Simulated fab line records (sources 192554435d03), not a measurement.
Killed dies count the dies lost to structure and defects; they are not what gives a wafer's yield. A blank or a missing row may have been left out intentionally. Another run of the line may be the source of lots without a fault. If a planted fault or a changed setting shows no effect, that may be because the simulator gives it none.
Chamber matching | flow n5-finfet | N5_HKMG_FIN_ETCH_67 on rie-diel-03 has 4 sister chambers
The step etches SOC in N2/H2, stops on TiN, target depth 388.9 nm. 8 wafers are shown with their chamber, then 10 later ones without.

== EACH WAFER AND ITS CHAMBER ==
wafer  | chamber | drypump-motor-current-A (A) | throttle-valve-pct (%)
L074.2 | 1       | 5.8                         | 17.60
L079.2 | 1       | 5.8                         | 17.61
L084.4 | 0       | 5.0                         | 17.47
L084.6 | 2       | 5.2                         | 17.87
L087.5 | 0       | 5.0                         | 17.49
L087.6 | 3       | 4.8                         | 17.54
L089.1 | 2       | 5.2                         | 17.88
L089.3 | 3       | 4.9                         | 17.55

== WAFERS WITHOUT THEIR CHAMBER ==
wafer  | drypump-motor-current-A (A) | throttle-valve-pct (%)
L089.5 | 5.8                         | 17.66
L091.1 | 5.0                         | 17.50
L091.3 | 5.3                         | 17.91
L091.6 | 4.9                         | 17.55
L096.3 | 4.8                         | 17.58
L096.5 | 5.8                         | 17.68
L096.6 | 5.2                         | 17.91
L097.1 | 5.0                         | 17.54
L097.3 | 5.8                         | 17.70
L097.5 | 5.2                         | 17.93

== EACH ONE'S CHAMBER ==
wafer  | from the rows above | in truth
L089.5 | 1                   | 1
L091.1 | 0                   | 0
L091.3 | 2                   | 2
L091.6 | 3                   | 3
L096.3 | 3                   | 3
L096.5 | 1                   | 1
L096.6 | 2                   | 2
L097.1 | 3                   | 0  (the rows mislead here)
L097.3 | 1                   | 1
L097.5 | 2                   | 2
Correct placement for 9 of the 10. Not placeable from these rows: 0. 1 placed wrongly.
How it was worked out, from the rows above alone: a wafer's distance from a chamber is the root of the sum, over the readings, of the square of ((its reading less the chamber's mean) divided by the reading's scatter). If the next closest chamber is less than 2 further off than the closest, the wafer can't be placed; otherwise it belongs to the closest. The mean given for a chamber averages the wafers shown for that chamber. The scatter: take each reading less its chamber's mean, square it, sum over the shown wafers, divide by the number of wafers less the number of chambers, and take the root.
